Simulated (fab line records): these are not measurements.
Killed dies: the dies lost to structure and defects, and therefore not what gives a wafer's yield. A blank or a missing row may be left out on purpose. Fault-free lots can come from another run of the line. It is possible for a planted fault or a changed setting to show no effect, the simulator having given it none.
Lot-split experiment -- flow n5_finfet -- route with 1938 steps; 7 lots, 39 wafers read

== ON THE SPLIT ==
At N5_DUMMY_GATE_ETCH_42 (etches SiO2 in CHF3/O2, target depth 3.5 nm, time 31 s), the setting bias_w was moved away from the recipe's 12 W on 12 of the 39 wafers read, by -16.8% to +16.9%. For the rest of the wafers, this setting stayed at what the recipe calls for.

The split's own step is where the reading is taken.

== THE READING ==
rf_vpp_V, in V, at N5_DUMMY_GATE_ETCH_42 (etches SiO2 in CHF3/O2, target depth 3.5 nm, time 31 s). Fault-free wafers of this fab line usually give 42.5 V, standard deviation 0.99 V.

wafer,"tool, chamber at the split","bias_w as run, W",against the recipe,"rf_vpp_V, V",against lot-mates on the recipe
L079.1,"rie_diel-05, 2",12,recipe,41.7,-
L079.2,"rie_diel-05, 1",12,recipe,43.2,-
L079.3,"rie_diel-05, 3",12,recipe,40.4,-
L079.4,"rie_diel-05, 0",12,recipe,40.5,-
L079.5,"rie_diel-05, 2",12,recipe,42.2,-
L079.6,"rie_diel-05, 1",12,recipe,44.0,-
L083.1,"rie_diel-05, 1",12,recipe,43.3,-
L083.2,"rie_diel-05, 3",12,recipe,40.6,-
L083.3,"rie_diel-05, 0",9.985,-16.8%,36.8,-5.2
L083.4,"rie_diel-05, 2",9.985,-16.8%,37.6,-4.4
L083.5,"rie_diel-05, 1",9.985,-16.8%,36.6,-5.4
L083.6,"rie_diel-05, 2",12,recipe,42.2,-
L085.1,"rie_diel-03, 3",14.03,+16.9%,46.1,+3.7
L085.2,"rie_diel-03, 2",12,recipe,43.7,-
L085.3,"rie_diel-03, 1",14.03,+16.9%,46.0,+3.6
L085.4,"rie_diel-03, 0",12,recipe,41.2,-
L085.5,"rie_diel-03, 2",14.03,+16.9%,48.4,+6.0
L085.6,"rie_diel-03, 1",12,recipe,42.3,-
L089.1,"rie_diel-05, 3",12,recipe,40.8,-
L089.2,"rie_diel-05, 0",12,recipe,41.7,-
L089.3,"rie_diel-05, 1",12,recipe,42.2,-
L089.4,"rie_diel-05, 2",12,recipe,42.6,-
L089.5,"rie_diel-05, 2",12,recipe,43.6,-
L089.6,"rie_diel-05, 1",12,recipe,42.8,-
L091.1,"rie_diel-04, 2",12,recipe,42.5,-
L091.2,"rie_diel-04, 0",12,recipe,43.5,-
L091.3,"rie_diel-04, 1",12,recipe,43.5,-
L091.4,"rie_diel-04, 3",13.98,+16.5%,47.3,+4.1
L091.5,"rie_diel-04, 2",13.98,+16.5%,47.0,+3.8
L091.6,"rie_diel-04, 3",13.98,+16.5%,47.0,+3.8
L093.2,"rie_diel-04, 2",12,recipe,41.2,-
L093.4,"rie_diel-04, 0",12,recipe,41.8,-
L093.6,"rie_diel-04, 0",12,recipe,42.1,-
L097.1,"rie_diel-03, 2",10.9,-9.2%,40.7,-1.1
L097.2,"rie_diel-03, 1",12,recipe,42.4,-
L097.3,"rie_diel-03, 0",12,recipe,41.0,-
L097.4,"rie_diel-03, 3",10.9,-9.2%,38.4,-3.4
L097.5,"rie_diel-03, 3",10.9,-9.2%,40.1,-1.7
L097.6,"rie_diel-03, 0",12,recipe,42.1,-

FIT RESULTS
A straight line over all 39 wafers: rf_vpp_V changes by +0.291 V for each +1% of bias_w; r = +0.93; the points scatter about the line by 0.99 V.
The same after taking each lot's own level away (the mean of its wafers on the recipe; 39 wafers): +0.264 V for each +1%; r = +0.92; scatter 0.94 V.
The reading moves by 4.5 V for the largest change in bias_w, on that fit.
The span of the lots' own levels, 41.70 to 43.17 V, comes to 1.5 times the standard deviation stated above.
So the lot-to-lot level changes the slope: the two fits differ.
Check: with one of the wafers moved furthest among these (+16.9%) left out of the fit, the line predicts +4.51 V for it against its lot-mates. Against them it came out at +3.7 V.
Tool readings at the split's step, against how far the setting was moved: rf_vpp_V r = +0.93.

== THE OTHER SPLITS THESE WAFERS WENT THROUGH ==
These wafers also went through other splits before the reading. Each is held against what the fit with the lots' levels taken away leaves over:
other split on the same wafers,wafers away from the commonest value,r with rf_vpp_V (lot level and that fit taken away)
N5_PMOS_HMC_CHANNEL_EPI_EPI_20 pressure_torr,30,-0.14
N5_FIN_SAQP_ETCH_69 target_depth_a,15,+0.03
N5_DUMMY_GATE_ETCH_37 source_w,12,+0.19
N5_DUMMY_GATE_ETCH_32 time_s,15,+0.02

== FILE'S OWN FIT ==
rf_vpp_V changes by +0.263 V for each +1% of bias_w, r = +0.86.
